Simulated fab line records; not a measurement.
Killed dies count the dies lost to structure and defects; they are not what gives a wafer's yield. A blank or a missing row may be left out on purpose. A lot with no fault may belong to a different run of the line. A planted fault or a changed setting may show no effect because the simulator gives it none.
Matching of chambers	flow n5_finfet	pecvd-04 running N5_BEOL_M0_SAQP_PECVD_97: 3 sister chambers
The step deposits SiNx from SiH4/NH3/N2, target thk 23 nm, time 19.9 s. 6 wafers are shown with their chamber, then 7 later ones without.

WAFERS PAIRED WITH THEIR CHAMBERS
wafer	chamber	showerhead_plenum_p_Torr (Torr)	throttle_valve_pct (%)
L078.6	2	5.13	38.8
L085.2	1	5.28	42.0
L085.5	1	5.28	42.5
L085.6	0	5.15	39.2
L091.2	2	5.15	39.0
L091.3	0	5.16	39.3

WAFERS MISSING THEIR CHAMBER
wafer	showerhead_plenum_p_Torr (Torr)	throttle_valve_pct (%)
L091.6	5.15	39.1
L096.2	5.29	42.3
L096.4	5.15	39.1
L096.6	5.29	42.3
L097.3	5.28	42.6
L097.5	5.14	39.0
L097.6	5.15	39.1

WHICH CHAMBER EACH WENT THROUGH
wafer	from the rows above	in truth
L091.6	can't be placed: 0 or 2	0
L096.2	1	1
L096.4	can't be placed: 0 or 2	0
L096.6	1	1
L097.3	1	1
L097.5	can't be placed: 2 or 0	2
L097.6	can't be placed: 0 or 2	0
Placed correctly: 3 of 7. Cannot be placed on the basis of these rows: 4; the candidates contain the true chamber in 4. 0 placed wrongly.
How it was worked out, from the rows above alone: a wafer's distance from a chamber is the root of the sum, over the readings, of the square of ((its reading less the chamber's mean) divided by the reading's scatter). The wafer belongs to the nearest chamber; if the next one is less than 2 further off, it can't be placed. The mean given for a chamber averages the wafers shown for that chamber. The scatter is the square root of a quotient: the sum, over the shown wafers, of each reading's squared deviation from its chamber's mean, divided by wafers minus chambers.
